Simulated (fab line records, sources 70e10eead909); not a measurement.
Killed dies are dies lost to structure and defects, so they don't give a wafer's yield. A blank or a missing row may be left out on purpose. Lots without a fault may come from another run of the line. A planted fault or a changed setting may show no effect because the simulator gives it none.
Chamber matching | flow nand_harc | NHARC_P_M0_ETCH_34 on rie_diel-07: 4 sister chambers
The step etches the open film in N2/H2, target depth 40 nm, overetch 12 nm, time 43.94 s. 27 wafers are shown with their chamber, then 12 later ones without.

WAFERS WITH THEIR CHAMBER
wafer  | chamber | showerhead_plenum_p_Torr (Torr) | drypump_motor_current_A (A) | rf_vpp_V (V)
L075.1 | 3       | 2.04                            | 5.6                         | 432.1
L075.5 | 0       | 1.92                            | 6.1                         | 426.7
L075.6 | 3       | 2.04                            | 5.6                         | 429.7
L078.1 | 2       | 2.00                            | 5.3                         | 430.1
L078.5 | 1       | 2.06                            | 5.3                         | 430.7
L078.6 | 3       | 2.04                            | 5.6                         | 431.8
L079.1 | 3       | 2.04                            | 5.6                         | 431.2
L079.2 | 1       | 2.06                            | 5.3                         | 430.5
L079.4 | 2       | 2.00                            | 5.3                         | 429.5
L080.1 | 3       | 2.04                            | 5.6                         | 430.3
L080.2 | 2       | 2.00                            | 5.3                         | 429.3
L080.5 | 0       | 1.92                            | 6.1                         | 426.8
L083.1 | 1       | 2.06                            | 5.3                         | 430.6
L083.2 | 0       | 1.92                            | 6.1                         | 426.1
L083.5 | 2       | 2.00                            | 5.3                         | 430.1
L085.1 | 1       | 2.06                            | 5.3                         | 431.5
L085.5 | 1       | 2.06                            | 5.3                         | 430.7
L085.6 | 0       | 1.91                            | 6.1                         | 426.3
L087.3 | 2       | 2.00                            | 5.3                         | 430.9
L087.5 | 1       | 2.06                            | 5.4                         | 429.5
L087.6 | 2       | 2.00                            | 5.3                         | 429.8
L086.1 | 2       | 2.00                            | 5.3                         | 432.1
L086.3 | 1       | 2.06                            | 5.3                         | 430.8
L086.6 | 0       | 1.91                            | 6.1                         | 427.1
L088.1 | 0       | 1.91                            | 6.1                         | 427.6
L088.2 | 3       | 2.04                            | 5.6                         | 431.1
L088.4 | 2       | 2.00                            | 5.3                         | 428.2

SIGNATURES (means of the wafers above)
reading                  | chamber 0 | chamber 1 | chamber 2 | chamber 3 | scatter within a chamber
showerhead_plenum_p_Torr | 1.9150    | 2.0600    | 2.0000    | 2.0400    | 0.00255
drypump_motor_current_A  | 6.100     | 5.314     | 5.300     | 5.600     | 0.0193
rf_vpp_V                 | 426.767   | 430.614   | 430.000   | 431.033   | 0.857
Rule: a wafer's distance from a chamber is the root of the sum, over the readings, of the square of ((its reading less the chamber's mean) divided by the reading's scatter). The wafer belongs to the nearest chamber; if the next one is less than 2 further off, it can't be placed. The scatter: the root of (the sum of the squares of (reading less its chamber's mean) over the shown wafers, divided by (wafers less chambers)).

WAFERS WITHOUT THEIR CHAMBER
wafer  | showerhead_plenum_p_Torr (Torr) | drypump_motor_current_A (A) | rf_vpp_V (V)
L090.1 | 2.06                            | 5.3                         | 431.6
L090.3 | 1.91                            | 6.1                         | 428.8
L090.6 | 2.00                            | 5.4                         | 428.7
L091.1 | 2.04                            | 5.6                         | 430.7
L091.5 | 2.04                            | 5.6                         | 430.6
L091.6 | 2.00                            | 5.3                         | 431.9
L095.1 | 2.06                            | 5.3                         | 431.3
L095.2 | 2.00                            | 5.4                         | 429.8
L095.3 | 1.91                            | 6.1                         | 427.7
L097.1 | 2.04                            | 5.6                         | 429.8
L097.3 | 1.91                            | 6.1                         | 427.2
L097.5 | 2.00                            | 5.3                         | 430.8

WHICH CHAMBER EACH WENT THROUGH
wafer  | from the rows above | in truth
L090.1 | 1                   | 1
L090.3 | 0                   | 0
L090.6 | 2                   | 2
L091.1 | 3                   | 3
L091.5 | 3                   | 3
L091.6 | 2                   | 2
L095.1 | 1                   | 1
L095.2 | 2                   | 2
L095.3 | 0                   | 0
L097.1 | 3                   | 3
L097.3 | 0                   | 0
L097.5 | 2                   | 2
Placed correctly: 12 of 12. Can't be placed from these rows: 0. Placed wrongly: 0.
